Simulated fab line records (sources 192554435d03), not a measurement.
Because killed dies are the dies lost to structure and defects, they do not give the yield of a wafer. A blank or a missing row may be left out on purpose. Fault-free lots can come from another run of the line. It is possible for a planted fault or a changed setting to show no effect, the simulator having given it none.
A lot that was struck, set against a sound lot -- flow n5Finfet -- 15 steps out of a route of 1938
Sound: these wafers, L375.2, L375.3, L375.5. Wafers struck: L377.3, L377.4, L377.5. The cause is named last.
Per side, at each step with rows, come the tool, then ch with its chambers, and then its first start. Under that, the readings that differ: sound wafers -- struck wafers -- difference of the means -- sigmas: that difference in standard deviations of wafers without a fault.
alike: readings whose means differ by less than 2 such deviations, and words and numbers that are the same on both sides. not compared: withheld readings, readings that some wafer has no value for, bounds like >300 that may hide the same value, and numbers for which the record gives no deviation and whose values overlap.
Wherever a step has rows on one side only, a row that says differs or no value, or a row with sigmas, the two part there. Non-overlapping numbers with no deviation appear without sigmas and do not part them. A reading that every wafer of one side lacks parts them only if that side has two wafers or more.

first, 2 steps without rows for these wafers: N5_DUMMY_GATE_PRECLEAN_00 (cleans in O3/DIW, time 60 s); N5_DUMMY_GATE_SRD_01 (time 30 s).
N5_DUMMY_GATE_ALD_02: deposits SiO2, target thk 2 nm, pulse time 1 s.
  sound on aldSin-03 ch 0,2,3, day 3 18:25; struck on aldSin-04 ch 0,1,2, day 4 06:09
  alike: heaterPowerW, precursorPulseHeightRel
then, 3 steps without rows for these wafers: N5_DUMMY_GATE_CVD_03 (deposits a-Si from SiH4, target thk 150 nm, time 8042 s); N5_DUMMY_GATE_PRECLEAN_46 (cleans in DIW, time 89.5 s); N5_DUMMY_GATE_SRD_47 (dry time 32 s).
N5_DUMMY_GATE_CMP_04: polishes a-Si.
  sound on cmp-01 ch 0,2,3, day 4 05:32; struck on cmp-04 ch 1,2,3, day 4 13:25
reading,sound,struck,difference,sigmas
timeToEndpointS (s),14.1 16.0 19.4,9.5 8.4 13.7,-6.0,-2
  alike: motorCurrentA
N5_DUMMY_GATE_THK_MEAS_05:
  sound: filmMetro-02 at day 4 05:46; struck: filmMetro-01 at day 4 13:37
  alike: thkNm
then, 4 steps without rows for these wafers: N5_DUMMY_GATE_HM_DEP_06 (deposits SiNx from DCS/NH3, target thk 80 nm, time 5141 s); N5_DUMMY_GATE_PECVD_30 (deposits SiO2 from TEOS/O2, target thk 55 nm, time 10.8 s); N5_DUMMY_GATE_COAT_34 (time 60 s, resist thk 60 nm); N5_DUMMY_GATE_COAT_35 (time 60 s, resist thk 10 nm).
N5_DUMMY_GATE_COAT_28: time 60 s, resist thk 10 nm.
  sound on lithoTrack-02 ch 0, day 4 11:04; struck on lithoTrack-02 ch 0, day 4 17:40
reading,sound,struck,difference,sigmas
spinSpeedRpm (rpm),1500.7 1498.6 1498.6,1344.0 1345.1 1343.5,-155.1,-99 or more
model.underlayer_of_DUMMY_GATE_COAT_28.thkNm (nm),10 10 10,10.6 10.6 10.6,+0.6,
  alike: plateTempC
then, 1 step without rows for these wafers: N5_DUMMY_GATE_COAT_09 (resist thk 30 nm).
-- record jumps: 8 days separate the struck wafers' starts on either side; left off in module DUMMY_GATE, taken up again in module BEOL_M4, whose first shown step is the route's number 1111 --
N5_BEOL_M4_RC_MEAS_101:
  sound on prober-01 ch 0, day 11 22:43; struck on prober-01 ch 0, day 12 05:40
  alike: DIBL_N, DIBL_P, IOFF_N, IOFF_P, ION_N, ION_P, SS_N, SS_P, VT_N, VT_P

== WHERE THEY PART ==
Earliest at N5_DUMMY_GATE_CMP_04; latest, in this record, at N5_DUMMY_GATE_COAT_28. Later steps at which nothing parts them and some readings are alike: N5_BEOL_M4_RC_MEAS_101.

WHY: whatever the simulator had introduced
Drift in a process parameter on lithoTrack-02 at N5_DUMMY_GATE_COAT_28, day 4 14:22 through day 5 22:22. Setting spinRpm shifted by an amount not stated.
